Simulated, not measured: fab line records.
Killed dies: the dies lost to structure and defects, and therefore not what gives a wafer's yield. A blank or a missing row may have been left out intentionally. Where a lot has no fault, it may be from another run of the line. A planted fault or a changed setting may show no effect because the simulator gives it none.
A struck lot beside a sound one || flow nand-harc || 38 out of 1302 route steps
Sound: the wafers L162.1, L162.4, L162.6. Struck: wafers L174.1, L174.4, L174.5. Last of all comes the cause.
Per side, at each step with rows, come the tool, then ch with its chambers, and then its first start. Under that, the readings that differ: sound wafers || struck wafers || difference of the means || sigmas: that difference in standard deviations of wafers without a fault.
alike: same words and numbers on both sides, and readings whose means sit less than 2 such deviations apart. not compared: any withheld reading, any reading some wafer has no value for, any bound like >300 that may hide the same value, and any number with overlapping values for which the record gives no deviation.
Wherever a step has rows on one side only, a row that says differs or no value, or a row with sigmas, the two part there. Non-overlapping numbers with no deviation appear without sigmas and do not part them. Lack of a reading on every wafer of one side parts them only where that side has two or more wafers.

NHARC_A_SOURCE_PLATE_THK_MEAS_09: measures by ellipsometry.
  sound: film-metro-02 at day 8 16:00; struck: film-metro-02 at day 13 04:25
  alike: thk-nm
then, 3 steps without rows for these wafers: NHARC_A_SOURCE_PLATE_PVD_04 (deposits WSi2, target thk 50 nm); NHARC_A_SOURCE_PLATE_CVD_03 (deposits poly-Si, target thk 200 nm, time 4000 s); NHARC_A_SOURCE_PLATE_ANNEAL_05 (time 1800 s).
NHARC_A_SOURCE_PLATE_THK_MEAS_06: measures by ellipsometry.
  sound: film-metro-02 at day 9 06:58; struck: film-metro-01 at day 13 18:31
  alike: thk-nm
NHARC_A_SOURCE_PLATE_INSPECT_08:
  sound: defect-inspect-02 at day 9 07:02; struck: defect-inspect-01 at day 13 18:35
  alike: raw-defect-count
next comes 1 step that has no rows for these wafers: NHARC_A_ONON_D1_DEP_00 (target thickness 1000 nm).
NHARC_A_ONON_D1_THK_MEAS_02: measures by ellipsometry.
  sound: film-metro-01 at day 9 07:37; struck: film-metro-01 at day 13 19:10
  alike: thk-nm
next comes 1 step that has no rows for these wafers: NHARC_A_ONON_D1_DEP_03 (target thickness 1000 nm).
NHARC_A_ONON_D1_THK_MEAS_05: measures by ellipsometry.
  sound: film-metro-01 at day 9 08:10; struck: film-metro-01 at day 13 19:43
  alike: thk-nm
NHARC_A_ONON_D1_DEP_06: target thk 1000 nm.
  sound on pecvd-onon-03 ch 0, day 9 08:14; struck on pecvd-onon-03 ch 0, day 13 19:47
NHARC_A_ONON_D1_THK_MEAS_08: measures by ellipsometry.
  sound: film-metro-02 at day 9 08:44; struck: film-metro-01 at day 13 20:17
  alike: thk-nm
next comes 1 step that has no rows for these wafers: NHARC_A_ONON_D1_DEP_09 (target thickness 1000 nm).
NHARC_A_ONON_D1_THK_MEAS_11: measures by ellipsometry.
  sound: film-metro-01 at day 9 09:18; struck: film-metro-01 at day 13 20:52
  alike: thk-nm
next comes 1 step that has no rows for these wafers: NHARC_A_ONON_D1_DEP_12 (target thickness 1000 nm).
NHARC_A_ONON_D1_THK_MEAS_14: measures by ellipsometry.
  sound: film-metro-01 at day 9 09:53; struck: film-metro-01 at day 13 21:26
  alike: thk-nm
then, 2 steps without rows for these wafers: NHARC_A_ONON_D1_ANNEAL_15 (time 3600 s); NHARC_A_ONON_D1_DEP_16 (target thk 1000 nm).
NHARC_A_ONON_D1_THK_MEAS_18: measures by ellipsometry.
  sound: film-metro-02 at day 9 17:58; struck: film-metro-01 at day 14 05:12
{"reading": "thk-nm (nm)", "sound": "1006 1008 1009", "struck": "988 988 988", "difference": -20, "sigmas": -2}
next comes 1 step that has no rows for these wafers: NHARC_A_ONON_D1_DEP_19 (target thickness 1000 nm).
NHARC_A_ONON_D1_THK_MEAS_21: measures by ellipsometry.
  sound: film-metro-02 at day 9 18:33; struck: film-metro-02 at day 14 05:46
{"reading": "thk-nm (nm)", "sound": "994 993 993", "struck": "1027 1031 1029", "difference": "+36", "sigmas": "+3"}
next comes 1 step that has no rows for these wafers: NHARC_A_ONON_D1_DEP_22 (target thickness 1000 nm).
NHARC_A_ONON_D1_THK_MEAS_24: measures by ellipsometry.
  sound: film-metro-02 at day 9 19:07; struck: film-metro-01 at day 14 06:20
  alike: thk-nm
next comes 1 step that has no rows for these wafers: NHARC_A_ONON_D1_DEP_25 (target thickness 1000 nm).
NHARC_A_ONON_D1_THK_MEAS_27: measures by ellipsometry.
  sound: film-metro-01 at day 9 19:41; struck: film-metro-02 at day 14 06:54
  alike: thk-nm
next comes 1 step that has no rows for these wafers: NHARC_A_ONON_D1_DEP_28 (target thickness 1000 nm).
NHARC_A_ONON_D1_THK_MEAS_30: measures by ellipsometry.
  sound: film-metro-01 at day 9 20:15; struck: film-metro-01 at day 14 07:28
  alike: thk-nm
NHARC_A_ONON_D1_DEP_33: deposits SiO2, target thk 200 nm.
  sound on pecvd-03 ch 1,2, day 9 20:28; struck on pecvd-03 ch 0,2, day 14 07:34
  alike: heater-power-w, throttle-valve-pct
NHARC_A_ONON_D1_THK_MEAS_34: measures by ellipsometry.
  sound: film-metro-02 at day 9 20:53; struck: film-metro-02 at day 14 07:56
  alike: thk-nm
NHARC_A_CHANNEL_HOLE_D1_DEP_00: deposits aC, target thk 3100 nm.
  sound on acl-dep-01 ch 0, day 9 23:04; struck on acl-dep-03 ch 0, day 14 08:05
  alike: throttle-valve-pct
NHARC_A_CHANNEL_HOLE_D1_DEP_01: deposits SiON, target thk 140 nm.
  sound on pecvd-03 ch 1,2, day 10 01:02; struck on pecvd-02 ch 0,1,2, day 14 10:08
  alike: heater-power-w
then, 6 steps without rows for these wafers: NHARC_A_CHANNEL_HOLE_D1_DEHYDRATE_02 (time 120 s); NHARC_A_CHANNEL_HOLE_D1_HMDS_03 (time 30 s); NHARC_A_CHANNEL_HOLE_D1_COAT_36 (time 75 s); NHARC_A_CHANNEL_HOLE_D1_COAT_37 (time 65 s); NHARC_A_CHANNEL_HOLE_D1_COAT_04 (resist thk 90 nm); NHARC_A_CHANNEL_HOLE_D1_SOFTBAKE_05 (time 55 s).
-- the record jumps here: 16 days lie between the struck wafers' starts before and after (it left off in module A_CHANNEL_HOLE_D1 and takes up again in module END, whose first step shown is number 1302 of the route) --
NHARC_END_SORT_01:
  only the struck wafers appear in the record here, on prober-01 ch 0 at day 30 07:22; the sound ones have no rows

== WHERE THEY PART ==
First at NHARC_A_ONON_D1_THK_MEAS_18; last, within this record, at NHARC_END_SORT_01.

WHY: what had been put in by the simulator
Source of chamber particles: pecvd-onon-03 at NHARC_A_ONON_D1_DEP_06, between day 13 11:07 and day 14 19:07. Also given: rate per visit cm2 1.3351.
